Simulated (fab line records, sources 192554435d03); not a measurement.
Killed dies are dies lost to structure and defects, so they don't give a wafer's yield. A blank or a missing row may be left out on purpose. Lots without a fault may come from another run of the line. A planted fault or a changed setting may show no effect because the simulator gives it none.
Which tool did it? | flow n5_finfet | 10 lots, 29 wafers sampled, at 6 steps of a route of 1938

WHAT THE GAUGES READ, wafer by wafer
N5_BEOL_M2_OVL_MEAS_12. Usual: M2_OVL -0.3 nm, standard deviation 0.61.
lot  | measured     | on         | M2_OVL (nm)    | flag
L837 | day 7 02:07  | overlay-01 | 0.0 -0.3 -0.1  |
L838 | day 7 12:06  | overlay-02 | -0.1 -0.3 -0.2 |
L839 | day 7 18:17  | overlay-01 | -0.2 -0.5 -0.2 |
L840 | day 7 18:28  | overlay-01 | -0.1 -0.1 -0.7 |
L842 | day 8 16:18  | overlay-01 | 0.7 -0.3       |
L853 | day 11 04:40 | overlay-02 | 0.7 0.8 0.7    |
L854 | day 11 11:56 | overlay-02 | -0.3 0.1 -0.7  |
L855 | day 11 18:06 | overlay-02 | 1.5 0.0 0.6    |
L858 | day 12 10:28 | overlay-01 | -0.6 -0.6 -0.6 |
L857 | day 12 20:01 | overlay-01 | -0.1 -0.2 -0.5 |

N5_BEOL_M2_CD_MEAS_28: target cd 26.2 nm, target cd y 24.1 nm. Usual: cd_nm 26.12 nm, standard deviation 0.24.
lot  | measured     | on        | cd_nm (nm)        | flag
L837 | day 7 03:29  | cd_sem-03 | 26.37 25.97 25.93 |
L838 | day 7 14:35  | cd_sem-03 | 26.43 25.86 26.32 |
L839 | day 7 19:23  | cd_sem-01 | 26.15 19.16 20.28 | OFF
L840 | day 7 19:35  | cd_sem-03 | 26.00 20.81 26.24 | OFF
L842 | day 8 17:56  | cd_sem-03 | 26.32 20.75       | OFF
L853 | day 11 05:31 | cd_sem-03 | 26.05 25.99 26.09 |
L854 | day 11 13:06 | cd_sem-03 | 26.20 26.44 26.20 |
L855 | day 11 18:58 | cd_sem-02 | 26.04 25.90 26.39 |
L858 | day 12 11:26 | cd_sem-03 | 26.11 26.04 25.96 |
L857 | day 12 21:01 | cd_sem-02 | 25.51 25.83 25.92 |

N5_BEOL_M4_RC_MEAS_101. Usual: DIBL_N 35.4 mV/V, standard deviation 2.1; DIBL_P 34.8 mV/V, standard deviation 2.6; IOFF_N 0.15 nA/um, standard deviation 0.037; IOFF_P 0.19 nA/um, standard deviation 0.037; ION_N 677 uA/um, standard deviation 16; ION_P 462 uA/um, standard deviation 9.3; SS_N 71.4 mV/dec, standard deviation 0.75; SS_P 72.9 mV/dec, standard deviation 0.77; VT_N 250 mV, standard deviation 3.7; VT_P -251 mV, standard deviation 3.5.
lot  | measured     | on        | DIBL_N (mV/V)  | DIBL_P (mV/V)  | IOFF_N (nA/um) | IOFF_P (nA/um) | ION_N (uA/um) | ION_P (uA/um) | SS_N (mV/dec)  | SS_P (mV/dec)  | VT_N (mV)   | VT_P (mV)      | flag
L837 | day 9 05:58  | prober-01 | 35.3 36.9 31.4 | 35.4 36.0 29.3 | 0.15 0.16 0.09 | 0.19 0.18 0.12 | 690 677 657   | 464 453 449   | 71.8 71.4 70.0 | 73.3 72.7 71.3 | 245 250 256 | -253 -255 -259 |
L838 | day 9 06:27  | prober-02 | 34.7 31.1 35.3 | 35.4 31.0 35.7 | 0.15 0.09 0.14 | 0.18 0.13 0.19 | 697 665 679   | 463 461 464   | 70.7 70.3 71.1 | 72.6 71.1 72.5 | 249 256 249 | -256 -256 -252 |
L839 | day 9 08:56  | prober-02 | 39.0           | 37.7           | 0.24           | 0.23           | 679           | 456           | 72.0           | 74.2           | 245         | -248           |
L840 | day 9 12:27  | prober-02 | 35.6 32.8      | 35.9 32.0      | 0.15 0.11      | 0.20 0.15      | 677 647       | 461 454       | 71.1 71.4      | 73.5 72.9      | 253 253     | -249 -253      |
L842 | day 10 10:59 | prober-01 | 35.8           | 35.1           | 0.16           | 0.19           | 697           | 474           | 71.5           | 72.5           | 246         | -249           |
L853 | day 12 19:44 | prober-01 | 33.2 36.7 34.9 | 32.4 37.0 35.9 | 0.11 0.16 0.14 | 0.15 0.20 0.20 | 670 692 669   | 451 469 463   | 70.2 71.6 70.1 | 72.3 73.0 73.3 | 255 251 251 | -254 -251 -251 |
L854 | day 12 22:39 | prober-01 | 36.2 37.5 37.8 | 36.9 38.8 38.8 | 0.18 0.21 0.20 | 0.22 0.25 0.24 | 694 697 696   | 472 472 471   | 72.3 72.2 72.2 | 72.9 73.3 73.0 | 247 246 245 | -249 -249 -245 |
L855 | day 13 15:20 | prober-01 | 35.9 39.2 35.8 | 34.1 39.1 33.8 | 0.13 0.20 0.13 | 0.15 0.22 0.14 | 656 709 668   | 449 469 445   | 71.6 72.2 71.5 | 72.8 74.6 73.2 | 255 245 254 | -254 -253 -261 |
L858 | day 14 14:02 | prober-02 | 38.0 36.1 36.0 | 40.0 37.1 36.9 | 0.22 0.18 0.17 | 0.26 0.23 0.21 | 710 701 689   | 477 476 467   | 72.6 71.7 71.4 | 73.7 73.3 73.6 | 242 247 246 | -247 -250 -250 |
L857 | day 14 15:19 | prober-01 | 35.5 32.7 35.4 | 35.0 31.9 36.6 | 0.15 0.11 0.16 | 0.23 0.18 0.25 | 676 672 688   | 468 472 474   | 71.7 70.3 71.5 | 73.1 71.7 72.9 | 254 254 249 | -243 -247 -244 |

WHICH TOOL RAN EACH LOT (tool, then ch and the chambers of the sampled wafers, then the start)
lot  | N5_BEOL_M2_PECVD_72             | N5_BEOL_M2_EXPOSE_25              | N5_BEOL_M2_ETCHBACK_99
L837 | pecvd-03 ch 0,1,2, day 7 00:02  | euv_scanner-02 ch 0, day 7 03:20  | rie_diel-01 ch 0,1,2, day 7 14:34
L838 | pecvd-04 ch 1,2, day 7 10:03    | euv_scanner-02 ch 0, day 7 14:26  | rie_diel-03 ch 0,1,2, day 7 17:59
L839 | pecvd-04 ch 0,1,2, day 7 15:57  | euv_scanner-02 ch 0, day 7 19:15  | rie_diel-01 ch 0,2, day 7 20:44
L840 | pecvd-04 ch 1,2, day 7 16:05    | euv_scanner-02 ch 0, day 7 19:28  | rie_diel-01 ch 0,2, day 8 00:34
L842 | pecvd-03 ch 0,2, day 8 15:13    | euv_scanner-02 ch 0, day 8 17:49  | rie_diel-01 ch 1, day 9 04:24
L853 | pecvd-04 ch 0,1, day 11 03:02   | euv_scanner-02 ch 0, day 11 05:23 | rie_diel-03 ch 0,2,3, day 11 06:53
L854 | pecvd-02 ch 0,2, day 11 10:37   | euv_scanner-02 ch 0, day 11 12:58 | rie_diel-03 ch 1,2,3, day 11 14:29
L855 | pecvd-02 ch 0,1,2, day 11 16:14 | euv_scanner-02 ch 0, day 11 18:51 | rie_diel-01 ch 0,2,3, day 12 04:31
L858 | pecvd-04 ch 1,2, day 12 09:22   | euv_scanner-02 ch 0, day 12 11:17 | rie_diel-01 ch 0,1, day 12 14:55
L857 | pecvd-02 ch 0,1,2, day 12 18:58 | euv_scanner-01 ch 0, day 12 20:52 | rie_diel-03 ch 0,2,3, day 13 00:17
- N5_BEOL_M2_PECVD_72: deposits SiO2 from TEOS/O2, target thk 16 nm, time 18 s.
- N5_BEOL_M2_EXPOSE_25: exposes mask V1, defocus 5 nm.
- N5_BEOL_M2_ETCHBACK_99: etches SiO2 in CHF3, target depth 5 nm, time 10.4 s.

WHAT THE TOOLS THEMSELVES READ (means of the sampled wafers that have a number; where no wafer has one, the mark that the record gives instead)
N5_BEOL_M2_PECVD_72. Usual: heater_power_w 728 W, standard deviation 89; showerhead_plenum_p_Torr 8.80 Torr, standard deviation 0.076; throttle_valve_pct 22.2 %, standard deviation 1.2.
lot  | tool     | heater_power_w (W) | showerhead_plenum_p_Torr (Torr) | throttle_valve_pct (%) | flag
L837 | pecvd-03 | 781                | 8.74                            | 22.0                   |
L838 | pecvd-04 | 667                | 8.81                            | 21.0                   |
L839 | pecvd-04 | 716                | 8.78                            | 21.2                   |
L840 | pecvd-04 | 703                | 8.82                            | 21.2                   |
L842 | pecvd-03 | 860                | 8.79                            | 21.9                   |
L853 | pecvd-04 | 757                | 8.75                            | 21.2                   |
L854 | pecvd-02 | 686                | 8.84                            | 22.2                   |
L855 | pecvd-02 | 695                | 8.84                            | 23.0                   |
L858 | pecvd-04 | 772                | 8.83                            | 21.2                   |
L857 | pecvd-02 | 653                | 8.84                            | 23.1                   |

N5_BEOL_M2_ETCHBACK_99. Usual: drypump_motor_current_A 5.7 A, standard deviation 0.34; oes_product_au 0.82 a.u., standard deviation 0.091; rf_vpp_V 241 V, standard deviation 4.2; showerhead_plenum_p_Torr 2.17 Torr, standard deviation 0.072; throttle_valve_pct 17.15 %, standard deviation 0.2.
lot  | tool        | drypump_motor_current_A (A) | oes_product_au (a.u.) | rf_vpp_V (V) | showerhead_plenum_p_Torr (Torr) | throttle_valve_pct (%) | flag
L837 | rie_diel-01 | 6.1                         | 0.87                  | 243          | 2.23                            | 17.09                  |
L838 | rie_diel-03 | 5.5                         | 0.73                  | 240          | 2.11                            | 17.29                  |
L839 | rie_diel-01 | 6.2                         | 0.93                  | 243          | 2.22                            | 17.19                  |
L840 | rie_diel-01 | 6.2                         | 0.92                  | 242          | 2.22                            | 17.19                  |
L842 | rie_diel-01 | 5.9                         | 0.77                  | 246          | 2.25                            | 16.97                  |
L853 | rie_diel-03 | 5.6                         | 0.75                  | 239          | 2.15                            | 17.22                  |
L854 | rie_diel-03 | 5.6                         | 0.74                  | 237          | 2.10                            | 17.21                  |
L855 | rie_diel-01 | 5.8                         | 0.85                  | 241          | 2.22                            | 17.11                  |
L858 | rie_diel-01 | 6.1                         | 0.76                  | 241          | 2.19                            | 17.22                  |
L857 | rie_diel-03 | 5.6                         | 0.74                  | 237          | 2.15                            | 17.24                  |

THE ANSWER, worked out from the rows above alone
Rule: a lot is off if the mean of its wafers that have a number lies more than 3 standard deviations from the usual mean. A lot without any number at a reading at which 4 lots or more have one is off too. The other lots that the step has rows for count as sound. The gauges are gone through in route order, then the tools' own readings, and for those a lot's mean is taken as printed above. The first step at which some lot is off is used, and at that step the reading that is off furthest; a lot without a number counts as furthest.
Off: L839, L840, L842, at N5_BEOL_M2_CD_MEAS_28 (cd_nm).
A tool fits if, at a process step before that reading, it ran every lot that is off, and no sound lot after the first of them. The gauges at N5_BEOL_M2_CD_MEAS_28 are tried like those tools. None of those tried fits.

WHAT THE SIMULATOR HAD PUT IN
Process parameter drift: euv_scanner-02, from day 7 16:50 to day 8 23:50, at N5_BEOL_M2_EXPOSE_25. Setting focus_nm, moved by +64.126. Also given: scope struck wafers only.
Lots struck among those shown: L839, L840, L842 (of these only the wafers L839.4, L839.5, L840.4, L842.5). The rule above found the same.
